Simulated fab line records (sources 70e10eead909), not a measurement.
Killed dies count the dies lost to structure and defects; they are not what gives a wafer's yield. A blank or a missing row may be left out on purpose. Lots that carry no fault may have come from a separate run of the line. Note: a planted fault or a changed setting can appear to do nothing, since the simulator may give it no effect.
The tool behind it: which one? || flow nandHarc || 13 lots, 39 wafers sampled, at 6 steps of a route of 1302

## WHAT THE GAUGES READ, wafer by wafer
NHARC_P_BONDPAD_INSPECT_23. Usual: rawDefectCount reads 349 (standard deviation 140).
{"lot": "L731", "measured": "day 7 04:59", "on": "defectInspect-02", "rawDefectCount": "423 631 417", "flag": ""}
{"lot": "L732", "measured": "day 7 12:11", "on": "defectInspect-02", "rawDefectCount": "480 326 718", "flag": ""}
{"lot": "L733", "measured": "day 7 23:34", "on": "defectInspect-01", "rawDefectCount": "327 183 315", "flag": ""}
{"lot": "L735", "measured": "day 8 23:25", "on": "defectInspect-02", "rawDefectCount": "172 253 358", "flag": ""}
{"lot": "L736", "measured": "day 9 12:56", "on": "defectInspect-01", "rawDefectCount": "225 286 327", "flag": ""}
{"lot": "L737", "measured": "day 9 13:31", "on": "defectInspect-02", "rawDefectCount": "435 450 407", "flag": ""}
{"lot": "L738", "measured": "day 10 01:22", "on": "defectInspect-01", "rawDefectCount": "248 253 739", "flag": ""}
{"lot": "L745", "measured": "day 12 22:19", "on": "defectInspect-02", "rawDefectCount": "189 291 140", "flag": ""}
{"lot": "L746", "measured": "day 13 11:41", "on": "defectInspect-02", "rawDefectCount": "267 393 351", "flag": ""}
{"lot": "L747", "measured": "day 13 15:47", "on": "defectInspect-01", "rawDefectCount": "204 128 286", "flag": ""}
{"lot": "L750", "measured": "day 15 04:17", "on": "defectInspect-02", "rawDefectCount": "282 345 507", "flag": ""}
{"lot": "L752", "measured": "day 15 19:06", "on": "defectInspect-02", "rawDefectCount": "542 312 302", "flag": ""}
{"lot": "L753", "measured": "day 16 02:57", "on": "defectInspect-02", "rawDefectCount": "356 397 225", "flag": ""}

NHARC_A_START_INSPECT_01. Usual: rawDefectCount reads 3.6 (standard deviation 2.1).
{"lot": "L731", "measured": "day 7 05:26", "on": "defectInspect-01", "rawDefectCount": "3 4 3", "flag": ""}
{"lot": "L732", "measured": "day 7 12:40", "on": "defectInspect-01", "rawDefectCount": "0 4 3", "flag": ""}
{"lot": "L733", "measured": "day 8 00:02", "on": "defectInspect-02", "rawDefectCount": "1 2 0", "flag": ""}
{"lot": "L735", "measured": "day 8 23:53", "on": "defectInspect-01", "rawDefectCount": "8 5 7", "flag": ""}
{"lot": "L736", "measured": "day 9 13:26", "on": "defectInspect-01", "rawDefectCount": "1 3 3", "flag": ""}
{"lot": "L737", "measured": "day 9 13:59", "on": "defectInspect-01", "rawDefectCount": "0 1 3", "flag": ""}
{"lot": "L738", "measured": "day 10 01:52", "on": "defectInspect-01", "rawDefectCount": "2 2 2", "flag": ""}
{"lot": "L745", "measured": "day 12 22:48", "on": "defectInspect-02", "rawDefectCount": "2 4 5", "flag": ""}
{"lot": "L746", "measured": "day 13 12:10", "on": "defectInspect-02", "rawDefectCount": "2 4 4", "flag": ""}
{"lot": "L747", "measured": "day 13 16:15", "on": "defectInspect-02", "rawDefectCount": "1 3 2", "flag": ""}
{"lot": "L750", "measured": "day 15 04:46", "on": "defectInspect-01", "rawDefectCount": "6 3 5", "flag": ""}
{"lot": "L752", "measured": "day 15 19:34", "on": "defectInspect-02", "rawDefectCount": "5 5 5", "flag": ""}
{"lot": "L753", "measured": "day 16 03:25", "on": "defectInspect-01", "rawDefectCount": "9 3 5", "flag": ""}

NHARC_A_ZERO_WELL_CD_MEAS_10 targets a cd of 2000 nm. Usual: cdNm reads 2000.6 nm (standard deviation 1.7).
{"lot": "L731", "measured": "day 7 06:09", "on": "cdSem-03", "cdNm (nm)": "2001.8 2001.7 2005.1", "flag": ""}
{"lot": "L732", "measured": "day 7 13:22", "on": "cdSem-02", "cdNm (nm)": "1999.2 2001.0 2000.4", "flag": ""}
{"lot": "L733", "measured": "day 8 00:45", "on": "cdSem-02", "cdNm (nm)": "2004.4 2002.6 2004.6", "flag": ""}
{"lot": "L735", "measured": "day 9 00:36", "on": "cdSem-02", "cdNm (nm)": "2001.4 1999.7 2002.1", "flag": ""}
{"lot": "L736", "measured": "day 9 14:08", "on": "cdSem-02", "cdNm (nm)": "1997.8 1999.5 2000.7", "flag": ""}
{"lot": "L737", "measured": "day 9 14:50", "on": "cdSem-03", "cdNm (nm)": "1999.0 1999.4 1998.5", "flag": ""}
{"lot": "L738", "measured": "day 10 02:42", "on": "cdSem-01", "cdNm (nm)": "1999.4 1998.9 1997.1", "flag": ""}
{"lot": "L745", "measured": "day 12 23:31", "on": "cdSem-03", "cdNm (nm)": "1999.1 2001.1 2002.1", "flag": ""}
{"lot": "L746", "measured": "day 13 13:00", "on": "cdSem-03", "cdNm (nm)": "2002.1 2001.5 2001.0", "flag": ""}
{"lot": "L747", "measured": "day 13 17:07", "on": "cdSem-02", "cdNm (nm)": "2002.5 1998.6 1999.8", "flag": ""}
{"lot": "L750", "measured": "day 15 05:29", "on": "cdSem-02", "cdNm (nm)": "2001.3 1999.5 1998.1", "flag": ""}
{"lot": "L752", "measured": "day 15 20:17", "on": "cdSem-02", "cdNm (nm)": "2002.1 2001.3 2003.5", "flag": ""}
{"lot": "L753", "measured": "day 16 04:15", "on": "cdSem-03", "cdNm (nm)": "2000.0 2000.6 2000.9", "flag": ""}

NHARC_A_ONON_D1_THK_MEAS_02: measures by ellipsometry. Usual: thkNm reads 999 nm (standard deviation 12).
{"lot": "L731", "measured": "day 8 04:20", "on": "filmMetro-02", "thkNm (nm)": "1006 1006 1006", "flag": ""}
{"lot": "L732", "measured": "day 8 13:20", "on": "filmMetro-01", "thkNm (nm)": "986 987 986", "flag": ""}
{"lot": "L733", "measured": "day 8 23:00", "on": "filmMetro-02", "thkNm (nm)": "1000 1000 1001", "flag": ""}
{"lot": "L735", "measured": "day 10 00:55", "on": "filmMetro-02", "thkNm (nm)": "990 991 991", "flag": ""}
{"lot": "L736", "measured": "day 10 14:46", "on": "filmMetro-02", "thkNm (nm)": "999 999 998", "flag": ""}
{"lot": "L737", "measured": "day 10 14:44", "on": "filmMetro-02", "thkNm (nm)": "989 988 986", "flag": ""}
{"lot": "L738", "measured": "day 11 01:08", "on": "filmMetro-02", "thkNm (nm)": "1011 1011 1008", "flag": ""}
{"lot": "L745", "measured": "day 14 02:23", "on": "filmMetro-01", "thkNm (nm)": "614 614 616 614 613 615", "flag": "OFF"}
{"lot": "L746", "measured": "day 14 11:47", "on": "filmMetro-02", "thkNm (nm)": "640 639 642 640 641 641", "flag": "OFF"}
{"lot": "L747", "measured": "day 14 15:19", "on": "filmMetro-02", "thkNm (nm)": "626 625 625 626 627 626", "flag": "OFF"}
{"lot": "L750", "measured": "day 16 03:31", "on": "filmMetro-02", "thkNm (nm)": "1012 1013 1013", "flag": ""}
{"lot": "L752", "measured": "day 16 19:59", "on": "filmMetro-01", "thkNm (nm)": "977 977 978", "flag": ""}
{"lot": "L753", "measured": "day 17 02:40", "on": "filmMetro-01", "thkNm (nm)": "996 995 996", "flag": ""}

NHARC_END_SORT_01. Usual: killedAtArray 59, standard deviation 24; killedAtOther 0.7, standard deviation 1.2; killedAtPeriphery 3.5, standard deviation 2.6; killedDies 63, standard deviation 24; killedOpen 3.2, standard deviation 2.1; killedShort 2.4, standard deviation 1.5.
{"lot": "L745", "measured": "day 30 12:39", "on": "prober-01", "killedAtArray": "672 672 668", "killedAtOther": "0 1 2", "killedAtPeriphery": "5 4 7", "killedDies": "677 677 677", "killedOpen": "2 5 4", "killedShort": "2 3 3", "flag": "OFF"}
{"lot": "L746", "measured": "day 32 23:24", "on": "prober-02", "killedAtArray": "675 674 674", "killedAtOther": "0 0 0", "killedAtPeriphery": "2 3 3", "killedDies": "677 677 677", "killedOpen": "7 3 4", "killedShort": "1 0 4", "flag": "OFF"}
{"lot": "L747", "measured": "day 32 23:23", "on": "prober-01", "killedAtArray": "671 675 673", "killedAtOther": "1 0 1", "killedAtPeriphery": "5 2 3", "killedDies": "677 677 677", "killedOpen": "8 1 4", "killedShort": "1 2 2", "flag": "OFF"}

## TOOL THAT RAN EACH LOT (tool first, then ch and the chambers of the sampled wafers, then the start)
{"lot": "L731", "NHARC_A_ONON_D1_DEP_00": "pecvdOnon-02 ch 0, day 8 03:50"}
{"lot": "L732", "NHARC_A_ONON_D1_DEP_00": "pecvdOnon-02 ch 0, day 8 12:53"}
{"lot": "L733", "NHARC_A_ONON_D1_DEP_00": "pecvdOnon-03 ch 0, day 8 22:33"}
{"lot": "L735", "NHARC_A_ONON_D1_DEP_00": "pecvdOnon-01 ch 0, day 10 00:24"}
{"lot": "L736", "NHARC_A_ONON_D1_DEP_00": "pecvdOnon-02 ch 0, day 10 14:18"}
{"lot": "L737", "NHARC_A_ONON_D1_DEP_00": "pecvdOnon-01 ch 0, day 10 14:16"}
{"lot": "L738", "NHARC_A_ONON_D1_DEP_00": "pecvdOnon-02 ch 0, day 11 00:38"}
{"lot": "L745", "NHARC_A_ONON_D1_DEP_00": "pecvdOnon-02 ch 0, day 14 01:54"}
{"lot": "L746", "NHARC_A_ONON_D1_DEP_00": "pecvdOnon-02 ch 0, day 14 11:20"}
{"lot": "L747", "NHARC_A_ONON_D1_DEP_00": "pecvdOnon-02 ch 0, day 14 14:51"}
{"lot": "L750", "NHARC_A_ONON_D1_DEP_00": "pecvdOnon-03 ch 0, day 16 03:01"}
{"lot": "L752", "NHARC_A_ONON_D1_DEP_00": "pecvdOnon-02 ch 0, day 16 19:28"}
{"lot": "L753", "NHARC_A_ONON_D1_DEP_00": "pecvdOnon-02 ch 0, day 17 02:10"}
- NHARC_A_ONON_D1_DEP_00: target thk 1000 nm.

## AS READ BY THE TOOLS THEMSELVES (means over the sampled wafers that have a number; for cases with no such wafer, the mark the record gives instead)
NHARC_A_ONON_D1_DEP_00. Usual: n2oFlowSccm reads 2001 sccm (standard deviation 5.6).
{"lot": "L731", "tool": "pecvdOnon-02", "n2oFlowSccm (sccm)": 2002, "flag": ""}
{"lot": "L732", "tool": "pecvdOnon-02", "n2oFlowSccm (sccm)": 1999, "flag": ""}
{"lot": "L733", "tool": "pecvdOnon-03", "n2oFlowSccm (sccm)": 2001, "flag": ""}
{"lot": "L735", "tool": "pecvdOnon-01", "n2oFlowSccm (sccm)": 1996, "flag": ""}
{"lot": "L736", "tool": "pecvdOnon-02", "n2oFlowSccm (sccm)": 1999, "flag": ""}
{"lot": "L737", "tool": "pecvdOnon-01", "n2oFlowSccm (sccm)": 2002, "flag": ""}
{"lot": "L738", "tool": "pecvdOnon-02", "n2oFlowSccm (sccm)": 1995, "flag": ""}
{"lot": "L745", "tool": "pecvdOnon-02", "n2oFlowSccm (sccm)": 2002, "flag": ""}
{"lot": "L746", "tool": "pecvdOnon-02", "n2oFlowSccm (sccm)": 1998, "flag": ""}
{"lot": "L747", "tool": "pecvdOnon-02", "n2oFlowSccm (sccm)": 2001, "flag": ""}
{"lot": "L750", "tool": "pecvdOnon-03", "n2oFlowSccm (sccm)": 2002, "flag": ""}
{"lot": "L752", "tool": "pecvdOnon-02", "n2oFlowSccm (sccm)": 2008, "flag": ""}
{"lot": "L753", "tool": "pecvdOnon-02", "n2oFlowSccm (sccm)": 1998, "flag": ""}

## THE ANSWER, worked out from the rows above alone
Rule: lot off if the mean of its wafers having a number is beyond 3 standard deviations from the usual mean. A lot without any number at a reading at which 4 lots or more have one is off too. The other lots that the step has rows for count as sound. The gauges are gone through in route order, then the tools' own readings, and for those a lot's mean is taken as printed above. At the first step where some lot is off, the reading lying furthest off is the one used; lots without a number count as furthest.
Off at NHARC_A_ONON_D1_THK_MEAS_02 (thkNm): L745, L746, L747.
A tool fits if, at a process step before that reading, it ran every lot that is off, and no sound lot after the first of them. Not tried: the gauges at NHARC_A_ONON_D1_THK_MEAS_02; whatever is off there is also off at NHARC_END_SORT_01, on other tools, and gauge error can't account for it. Not one of the candidates tried fits.

## WHAT THE SIMULATOR HAD INSERTED
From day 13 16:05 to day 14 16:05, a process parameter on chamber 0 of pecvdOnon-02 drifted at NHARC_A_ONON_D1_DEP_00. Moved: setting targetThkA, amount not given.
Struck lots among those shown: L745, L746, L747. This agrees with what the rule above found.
